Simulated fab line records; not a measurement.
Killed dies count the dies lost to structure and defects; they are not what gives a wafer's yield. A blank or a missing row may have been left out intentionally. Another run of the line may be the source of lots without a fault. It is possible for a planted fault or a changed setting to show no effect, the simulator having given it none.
Which of the tools did it? -- flow nand-harc -- Sampling: 12 lots, 36 wafers, 3 of 1159 route steps

## WHAT THE GAUGES SHOWED, per wafer
NHARC_A_CONTACT_OVL_MEAS_43.
lot,measured,on,overlay-x-nm (nm)
L074,day 16 11:06,overlay-01,-0.4 0.1 -0.2
L077,day 16 17:08,overlay-02,-0.2 0.3 0.3
L078,day 17 15:07,overlay-01,0.8 0.8 0.9
L080,day 18 11:20,overlay-01,1.1 1.0 1.4
L082,day 18 19:18,overlay-01,-0.7 -1.2 -1.8
L087,day 20 01:13,overlay-02,-0.7 -0.7 -0.9
L088,day 20 05:19,overlay-01,-0.7 -0.9 -0.7
L090,day 20 14:33,overlay-01,-0.6 -0.3 -0.3
L091,day 20 19:23,overlay-02,-1.5 -1.0 -0.8
L094,day 21 15:47,overlay-01,-0.5 -0.7 -0.6
L095,day 22 03:10,overlay-01,0.4 0.9 0.6
L097,day 22 16:28,overlay-02,-1.4 -1.2 -1.3

## TOOL THAT RAN EACH LOT (tool first, then ch and the chambers of the sampled wafers, then the start)
lot,NHARC_A_WL_FILL_ALD_10,NHARC_A_WL_FILL_CVD_20
L074,"ald-hk-03 ch 0,1,3, day 15 14:42","cvd-w-01 ch 0,1, day 16 11:06 or earlier"
L077,"ald-hk-04 ch 0,2,3, day 15 19:13","cvd-w-02 ch 0,1, day 16 17:08 or earlier"
L078,"ald-hk-03 ch 1,3, day 16 19:13","cvd-w-01 ch 0,1, day 17 15:07 or earlier"
L080,"ald-hk-02 ch 0,2,3, day 17 15:13","cvd-w-01 ch 0,1, day 18 11:20 or earlier"
L082,"ald-hk-03 ch 0,1,2, day 17 20:19","cvd-w-01 ch 0,1, day 18 19:18 or earlier"
L087,"ald-hk-04 ch 0,1,2, day 19 01:27","cvd-w-01 ch 0,1, day 20 01:13 or earlier"
L088,"ald-hk-02 ch 0,2,3, day 19 02:19","cvd-w-01 ch 0,1, day 20 05:19 or earlier"
L090,"ald-hk-03 ch 1,2, day 19 14:31","cvd-w-02 ch 0,1, day 20 14:33 or earlier"
L091,"ald-hk-04 ch 0,1,2, day 19 19:56","cvd-w-02 ch 0,1, day 20 19:23 or earlier"
L094,"ald-hk-04 ch 1,2, day 20 12:49","cvd-w-02 ch 1, day 21 15:47 or earlier"
L095,"ald-hk-03 ch 0,1, day 21 01:16","cvd-w-02 ch 0,1, day 22 03:10 or earlier"
L097,"ald-hk-04 ch 0,1,3, day 21 07:05","cvd-w-01 ch 1, day 22 16:28 or earlier"
- NHARC_A_WL_FILL_ALD_10: deposits SiO2, target thk 50 nm, pulse time 10 s, ald cycles 500.
- NHARC_A_WL_FILL_CVD_20: deposits W, target thk 75 nm, time 5064 s.

## THE ANSWER, worked out from the rows above alone
Rule: the lots themselves supply what counts as usual. Put in order of their means at a reading, lots are off if they are a third of the lots or fewer, leave a main group of 4 or more, and stand apart from it by a gap of 3 or more times the standard deviation of the main group's means; of several such gaps the widest counts. The tables above print the reading to a certain number of digits; a main group whose means all agree to those digits is not used. A lot without any number at a reading at which 4 lots or more have one is off too. All remaining lots with rows at the step are treated as sound.
No lot is off on any of the readings shown, so nothing can be concluded from this.

## WHAT THE SIMULATOR PUT IN
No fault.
